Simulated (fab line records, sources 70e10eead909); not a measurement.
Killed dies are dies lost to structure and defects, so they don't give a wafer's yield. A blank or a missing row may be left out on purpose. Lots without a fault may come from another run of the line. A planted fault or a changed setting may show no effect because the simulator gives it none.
Which tool did it? | flow nand_harc | 12 lots, 34 wafers sampled, at 6 steps of a route of 1302

WHAT THE GAUGES READ, wafer by wafer
NHARC_A_ONON_D2_THK_MEAS_11: measures by ellipsometry. Usual: thk_nm 1001 nm, standard deviation 9.2.
lot  | measured     | on            | thk_nm (nm)    | flag
L106 | day 12 14:35 | film_metro-01 | 1015 1013 1012 |
L107 | day 13 12:50 | film_metro-02 | 1003 1003 1003 |
L109 | day 13 22:38 | film_metro-01 | 999 999 997    |
L110 | day 15 08:50 | film_metro-01 | 983 984 983    |
L116 | day 16 20:13 | film_metro-01 | 997 998 998    |
L115 | day 16 20:23 | film_metro-01 | 1007 1009 1007 |
L120 | day 18 07:04 | film_metro-01 | 1021 1020 1019 |
L119 | day 18 06:51 | film_metro-02 | 995 996 996    |
L118 | day 18 06:55 | film_metro-01 | 983 987 986    |
L122 | day 19 12:20 | film_metro-01 | 649 651        | OFF
L123 | day 20 08:32 | film_metro-01 | 667 668        | OFF
L128 | day 22 00:39 | film_metro-02 | 999 999 999    |

NHARC_END_SORT_01. Usual: killed_at_array 62, standard deviation 22; killed_at_other 1.0, standard deviation 1.4; killed_at_periphery 4.2, standard deviation 2.8; killed_dies 67, standard deviation 23; killed_open 3.1, standard deviation 1.7; killed_short 2.1, standard deviation 1.5.
lot  | measured     | on        | killed_at_array | killed_at_other | killed_at_periphery | killed_dies | killed_open | killed_short | flag
L122 | day 31 11:38 | prober-01 | 675 676         | 0 0             | 2 1                 | 677 677     | 3 5         | 2 0          | OFF
L123 | day 32 04:36 | prober-01 | 668 669         | 0 0             | 9 8                 | 677 677     | 3 3         | 2 1          | OFF

WHICH TOOL RAN EACH LOT (tool, then ch and the chambers of the sampled wafers, then the start)
lot  | NHARC_A_CHANNEL_HOLE_D1_STRIP_27              | NHARC_A_CHANNEL_FILL_D1_STRIP_28   | NHARC_A_DECK1_JOINT_CMP_02    | NHARC_A_ONON_D2_DEP_09
L106 | rie_diel-01 ch 0,3, day 10 02:29 or earlier   | rie_diel-03 ch 2,3, day 10 02:29   | cmp-03 ch 0,1,2, day 12 11:25 | pecvd_onon-02 ch 0, day 12 14:11
L107 | rie_diel-07 ch 0,2,3, day 11 02:37 or earlier | rie_diel-02 ch 0,1, day 11 02:37   | cmp-01 ch 0,2,3, day 13 09:49 | pecvd_onon-01 ch 0, day 13 12:23
L109 | rie_diel-04 ch 0,1,3, day 11 10:52 or earlier | rie_diel-02 ch 0,2,3, day 11 10:52 | cmp-01 ch 1,2,3, day 13 19:40 | pecvd_onon-01 ch 0, day 13 22:07
L110 | rie_diel-07 ch 0,2,3, day 11 22:44 or earlier | rie_diel-03 ch 0,1,3, day 11 22:44 | cmp-04 ch 1,2,3, day 15 05:32 | pecvd_onon-04 ch 0, day 15 08:23
L116 | rie_diel-07 ch 0,1,2, day 14 03:53 or earlier | rie_diel-13 ch 1,2, day 14 03:53   | cmp-01 ch 1,2, day 16 17:07   | pecvd_onon-02 ch 0, day 16 19:49
L115 | rie_diel-04 ch 1,3, day 14 03:54 or earlier   | rie_diel-02 ch 0,1, day 14 03:54   | cmp-03 ch 1,3, day 16 17:07   | pecvd_onon-01 ch 0, day 16 19:56
L120 | rie_diel-07 ch 2,3, day 15 17:10 or earlier   | rie_diel-03 ch 0,1,2, day 15 17:10 | cmp-04 ch 0,3, day 18 03:44   | pecvd_onon-04 ch 0, day 18 06:33
L119 | rie_diel-01 ch 0,1,3, day 15 17:10 or earlier | rie_diel-02 ch 0,2, day 15 17:10   | cmp-03 ch 1,2,3, day 18 03:44 | pecvd_onon-01 ch 0, day 18 06:20
L118 | rie_diel-07 ch 0,2,3, day 15 20:20 or earlier | rie_diel-13 ch 2,3, day 15 20:20   | cmp-01 ch 0,1,2, day 18 03:44 | pecvd_onon-02 ch 0, day 18 06:28
L122 | rie_diel-07 ch 0, day 16 22:08 or earlier     | rie_diel-13 ch 0,2, day 16 22:08   | cmp-03 ch 0,2, day 19 09:23   | pecvd_onon-01 ch 0, day 19 11:50
L123 | rie_diel-04 ch 0,2, day 17 18:47 or earlier   | rie_diel-03 ch 2, day 17 18:47     | cmp-03 ch 0,1, day 20 05:36   | pecvd_onon-01 ch 0, day 20 08:02
L128 | rie_diel-07 ch 1,2,3, day 19 10:06 or earlier | rie_diel-13 ch 1,2,3, day 19 10:06 | cmp-04 ch 0,1,3, day 21 20:41 | pecvd_onon-02 ch 0, day 22 00:11
- NHARC_A_CHANNEL_HOLE_D1_STRIP_27: strips in O2.
- NHARC_A_CHANNEL_FILL_D1_STRIP_28: strips in O2, time 20 s.
- NHARC_A_DECK1_JOINT_CMP_02: polishes SiOx.
- NHARC_A_ONON_D2_DEP_09: target thk 1000 nm.

WHAT THE TOOLS THEMSELVES READ (means of the sampled wafers that have a number; where no wafer has one, the mark that the record gives instead)
NHARC_A_CHANNEL_HOLE_D1_STRIP_27. Usual: chamber_pressure_mTorr 60.00 mTorr, standard deviation 0.063; drypump_motor_current_A 5.9 A, standard deviation 0.44; oes_product_au 1.002 a.u., standard deviation 0.01; rf_vpp_V 57.6 V, standard deviation 0.82; showerhead_plenum_p_Torr 3.46 Torr, standard deviation 0.084; throttle_valve_pct 17.036 %, standard deviation 0.0084.
lot  | tool        | chamber_pressure_mTorr (mTorr) | drypump_motor_current_A (A) | oes_product_au (a.u.) | rf_vpp_V (V) | showerhead_plenum_p_Torr (Torr) | throttle_valve_pct (%) | flag
L106 | rie_diel-01 | 60.02                          | 6.5                         | 1.009                 | 56.8         | 3.47                            | 17.038                 |
L107 | rie_diel-07 | 60.08                          | 5.9                         | 0.992                 | 57.6         | 3.47                            | 17.039                 |
L109 | rie_diel-04 | 60.00                          | 5.9                         | 1.000                 | 57.7         | 3.43                            | 17.031                 |
L110 | rie_diel-07 | 59.96                          | 5.9                         | 1.001                 | 57.2         | 3.47                            | 17.048                 |
L116 | rie_diel-07 | 60.02                          | 5.8                         | 1.008                 | 57.6         | 3.46                            | 17.039                 |
L115 | rie_diel-04 | 60.06                          | 6.2                         | 0.997                 | 57.6         | 3.35                            | 17.041                 |
L120 | rie_diel-07 | 60.00                          | 5.7                         | 0.998                 | 57.0         | 3.40                            | 17.031                 |
L119 | rie_diel-01 | 59.97                          | 6.4                         | 0.995                 | 57.4         | 3.45                            | 17.042                 |
L118 | rie_diel-07 | 60.02                          | 5.9                         | 1.007                 | 57.4         | 3.46                            | 17.035                 |
L122 | rie_diel-07 | 59.98                          | 6.0                         | 1.012                 | 58.0         | 3.57                            | 17.031                 |
L123 | rie_diel-04 | 59.94                          | 5.3                         | 1.000                 | 59.0         | 3.53                            | 17.037                 |
L128 | rie_diel-07 | 59.96                          | 5.9                         | 1.012                 | 57.3         | 3.41                            | 17.034                 |

NHARC_A_CHANNEL_FILL_D1_STRIP_28. Usual: chamber_pressure_mTorr 60.00 mTorr, standard deviation 0.057; drypump_motor_current_A 5.5 A, standard deviation 0.36; oes_product_au 0.995 a.u., standard deviation 0.0089; rf_vpp_V 57.7 V, standard deviation 0.88; showerhead_plenum_p_Torr 3.52 Torr, standard deviation 0.18; throttle_valve_pct 17.035 %, standard deviation 0.0085.
lot  | tool        | chamber_pressure_mTorr (mTorr) | drypump_motor_current_A (A) | oes_product_au (a.u.) | rf_vpp_V (V) | showerhead_plenum_p_Torr (Torr) | throttle_valve_pct (%) | flag
L106 | rie_diel-03 | 59.96                          | 5.7                         | 1.010                 | 57.0         | 3.38                            | 17.030                 |
L107 | rie_diel-02 | 60.02                          | 5.1                         | 0.999                 | 58.2         | 3.69                            | 17.036                 |
L109 | rie_diel-02 | 59.98                          | 5.5                         | 0.992                 | 58.5         | 3.74                            | 17.035                 |
L110 | rie_diel-03 | 60.03                          | 5.7                         | 0.989                 | 57.7         | 3.42                            | 17.036                 |
L116 | rie_diel-13 | 60.01                          | 5.3                         | 0.998                 | 57.5         | 3.34                            | 17.040                 |
L115 | rie_diel-02 | 59.95                          | 5.2                         | 0.987                 | 57.9         | 3.68                            | 17.038                 |
L120 | rie_diel-03 | 59.99                          | 5.7                         | 1.000                 | 58.6         | 3.46                            | 17.032                 |
L119 | rie_diel-02 | 60.08                          | 5.3                         | 0.998                 | 57.8         | 3.70                            | 17.035                 |
L118 | rie_diel-13 | 59.96                          | 5.8                         | 1.004                 | 57.2         | 3.33                            | 17.038                 |
L122 | rie_diel-13 | 59.98                          | 5.3                         | 1.010                 | 57.2         | 3.39                            | 17.040                 |
L123 | rie_diel-03 | 59.97                          | 5.5                         | 0.982                 | 57.7         | 3.42                            | 17.044                 |
L128 | rie_diel-13 | 60.01                          | 5.6                         | 0.992                 | 57.3         | 3.33                            | 17.036                 |

NHARC_A_DECK1_JOINT_CMP_02. Usual: motor_current_A 12.1 A, standard deviation 1.3; slurry_flow_ml_min 150.1, standard deviation 0.48.
lot  | tool   | motor_current_A (A) | slurry_flow_ml_min | flag
L106 | cmp-03 | 10.4                | 149.6              |
L107 | cmp-01 | 13.1                | 149.9              |
L109 | cmp-01 | 13.1                | 150.5              |
L110 | cmp-04 | 13.4                | 150.0              |
L116 | cmp-01 | 13.3                | 149.8              |
L115 | cmp-03 | 11.4                | 149.7              |
L120 | cmp-04 | 12.4                | 150.6              |
L119 | cmp-03 | 11.2                | 150.2              |
L118 | cmp-01 | 13.2                | 149.5              |
L122 | cmp-03 | 10.4                | 149.9              |
L123 | cmp-03 | 10.6                | 150.3              |
L128 | cmp-04 | 12.9                | 150.6              |

THE ANSWER, worked out from the rows above alone
Rule: a lot is off if the mean of its wafers that have a number lies more than 3 standard deviations from the usual mean. A lot without any number at a reading at which 4 lots or more have one is off too. The other lots that the step has rows for count as sound. The gauges are gone through in route order, then the tools' own readings, and for those a lot's mean is taken as printed above. The first step at which some lot is off is used, and at that step the reading that is off furthest; a lot without a number counts as furthest.
Off: L122, L123, at NHARC_A_ONON_D2_THK_MEAS_11 (thk_nm).
A tool fits if, at a process step before that reading, it ran every lot that is off, and no sound lot after the first of them. The gauges at NHARC_A_ONON_D2_THK_MEAS_11 aren't tried: what is off there is off at NHARC_END_SORT_01 too, on other tools, and a gauge's error can't cause that. NHARC_A_CHANNEL_HOLE_D1_STRIP_27 gives no start for some lots, so the hours and the order of its lots are those of NHARC_A_CHANNEL_FILL_D1_STRIP_28. Can't be told from this: 2 tools fit, cmp-03 at NHARC_A_DECK1_JOINT_CMP_02, pecvd_onon-01 at NHARC_A_ONON_D2_DEP_09.

WHAT THE SIMULATOR HAD PUT IN
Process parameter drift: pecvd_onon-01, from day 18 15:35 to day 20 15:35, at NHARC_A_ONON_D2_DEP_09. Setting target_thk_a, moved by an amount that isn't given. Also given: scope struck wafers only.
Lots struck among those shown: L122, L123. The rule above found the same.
